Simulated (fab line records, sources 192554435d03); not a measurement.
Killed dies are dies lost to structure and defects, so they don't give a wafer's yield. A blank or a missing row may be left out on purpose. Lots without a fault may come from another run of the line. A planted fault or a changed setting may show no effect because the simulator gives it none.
Chamber matching | flow n5_finfet | N5_PMOS_HMC_CHANNEL_EPI_HM_DEP_34 on pecvd-03: 3 sister chambers
The step deposits SiO2 from TEOS/O2, target thk 36 nm, time 6.9 s. 6 wafers are shown with their chamber, then 8 later ones without.

WAFERS WITH THEIR CHAMBER
wafer  | chamber | throttle_valve_pct (%) | heater_power_w (W)
L079.3 | 0       | 18.6                   | 497
L080.4 | 1       | 20.0                   | 732
L084.4 | 0       | 18.4                   | 499
L084.5 | 2       | 17.8                   | 611
L084.6 | 1       | 19.9                   | 585
L085.1 | 2       | 17.7                   | 700

WAFERS WITHOUT THEIR CHAMBER
wafer  | throttle_valve_pct (%) | heater_power_w (W)
L085.2 | 20.2                   | 732
L085.6 | 18.4                   | 425
L089.2 | 19.6                   | 735
L089.4 | 18.4                   | 483
L089.5 | 19.9                   | 714
L090.1 | 18.5                   | 519
L090.2 | 20.1                   | 687
L090.4 | 18.4                   | 513

WHICH CHAMBER EACH WENT THROUGH
wafer  | from the rows above | in truth
L085.2 | 1                   | 1
L085.6 | 0                   | 0
L089.2 | 1                   | 1
L089.4 | 0                   | 0
L089.5 | 1                   | 1
L090.1 | 0                   | 0
L090.2 | 1                   | 1
L090.4 | 0                   | 0
Placed correctly: 8 of 8. Can't be placed from these rows: 0. Placed wrongly: 0.
How it was worked out, from the rows above alone: a wafer's distance from a chamber is the root of the sum, over the readings, of the square of ((its reading less the chamber's mean) divided by the reading's scatter). The wafer belongs to the nearest chamber; if the next one is less than 2 further off, it can't be placed. A chamber's mean is the mean of its shown wafers. The scatter: the root of (the sum of the squares of (reading less its chamber's mean) over the shown wafers, divided by (wafers less chambers)).
